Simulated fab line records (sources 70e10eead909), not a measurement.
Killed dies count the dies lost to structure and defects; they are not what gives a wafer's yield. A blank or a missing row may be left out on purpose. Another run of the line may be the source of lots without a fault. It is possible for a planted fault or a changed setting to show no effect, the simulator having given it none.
Chamber matching + flow nand harc + NHARC_A_STAIRCASE_DESCUM_219 on rie diel-07: 4 sister chambers
The step chemistry O2, time 3 s. 8 wafers are shown with their chamber, then 10 later ones without.

## WAFERS WITH THEIR CHAMBER
| wafer  | chamber | drypump motor current A (A) | showerhead plenum p Torr (Torr) |
|--------|---------|-----------------------------|---------------------------------|
| L079.1 | 2       | 5.9                         | 1.86                            |
| L085.4 | 0       | 5.8                         | 1.85                            |
| L083.6 | 1       | 6.6                         | 1.99                            |
| L084.3 | 0       | 5.8                         | 1.85                            |
| L084.4 | 1       | 6.6                         | 1.99                            |
| L084.5 | 3       | 5.6                         | 1.76                            |
| L090.2 | 2       | 5.9                         | 1.85                            |
| L090.3 | 3       | 5.7                         | 2.07                            |

## WAFERS WITH NO CHAMBER GIVEN
| wafer  | drypump motor current A (A) | showerhead plenum p Torr (Torr) |
|--------|-----------------------------|---------------------------------|
| L090.4 | 5.9                         | 1.85                            |
| L093.1 | 6.6                         | 1.98                            |
| L093.2 | 5.9                         | 1.85                            |
| L093.4 | 5.7                         | 2.07                            |
| L095.3 | 6.6                         | 1.98                            |
| L095.4 | 5.9                         | 1.84                            |
| L095.6 | 5.9                         | 1.84                            |
| L096.3 | 5.8                         | 1.84                            |
| L096.4 | 5.9                         | 1.84                            |
| L096.5 | 6.6                         | 1.98                            |

## WHICH CHAMBER EACH ONE RAN IN
| wafer  | from the rows above     | in truth |
|--------|-------------------------|----------|
| L090.4 | 2                       | 2        |
| L093.1 | 1                       | 1        |
| L093.2 | 2                       | 2        |
| L093.4 | can't be placed: 3 or 0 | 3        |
| L095.3 | 1                       | 1        |
| L095.4 | 2                       | 2        |
| L095.6 | 2                       | 2        |
| L096.3 | 0                       | 0        |
| L096.4 | 2                       | 2        |
| L096.5 | 1                       | 1        |
Placed correctly: 9 of 10. These rows do not allow placing 1 (true chamber among the candidates in 1). Number placed wrongly: 0.
How it was worked out, from the rows above alone: a wafer's distance from a chamber is the root of the sum, over the readings, of the square of ((its reading less the chamber's mean) divided by the reading's scatter). If the next closest chamber is less than 2 further off than the closest, the wafer can't be placed; otherwise it belongs to the closest. For every chamber, the mean is computed from those of its wafers that are shown. The scatter: take each reading less its chamber's mean, square it, sum over the shown wafers, divide by the number of wafers less the number of chambers, and take the root.
